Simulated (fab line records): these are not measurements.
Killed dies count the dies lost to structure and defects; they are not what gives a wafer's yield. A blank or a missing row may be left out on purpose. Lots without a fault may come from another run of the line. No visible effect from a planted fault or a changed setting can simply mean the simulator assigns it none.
Matching of chambers ; flow n5Finfet ; N5_GATE_CUT_STRIP_42 on rieDiel-03 has 4 sister chambers
The step strips in O2. 8 wafers are shown with their chamber, then 11 later ones without.

WAFERS, EACH WITH ITS CHAMBER
wafer;chamber;showerheadPlenumPTorr (Torr);throttleValvePct (%)
L081.5;3;1.94;16.44
L086.1;0;2.17;16.66
L086.2;2;2.19;16.61
L086.4;1;2.18;16.55
L089.1;3;1.93;16.47
L089.2;2;2.19;16.61
L089.3;0;2.17;16.69
L089.4;1;2.18;16.57

WAFERS WITHOUT THEIR CHAMBER
wafer;showerheadPlenumPTorr (Torr);throttleValvePct (%)
L089.5;1.93;16.46
L089.6;2.19;16.63
L092.1;1.93;16.47
L092.4;2.19;16.64
L092.6;2.19;16.64
L094.2;2.16;16.70
L094.3;1.93;16.47
L094.4;2.19;16.64
L095.1;2.19;16.65
L095.3;2.16;16.72
L095.4;1.93;16.48

THE CHAMBER EACH PASSED THROUGH
wafer;from the rows above;in truth
L089.5;3;3
L089.6;2;2
L092.1;3;3
L092.4;2;2
L092.6;2;2
L094.2;0;0
L094.3;3;3
L094.4;2;2
L095.1;2;2
L095.3;0;0
L095.4;3;3
Correctly placed: 11 of 11. From these rows, 0 cannot be placed. Wrongly placed: 0.
How it was worked out, from the rows above alone: a wafer's distance from a chamber is the root of the sum, over the readings, of the square of ((its reading less the chamber's mean) divided by the reading's scatter). If the next closest chamber is less than 2 further off than the closest, the wafer can't be placed; otherwise it belongs to the closest. Each chamber's mean is taken over the wafers shown for it. How the scatter is found: for the shown wafers, subtract from each reading the mean of its chamber, square and add these, divide the total by (wafers less chambers), then take the root.
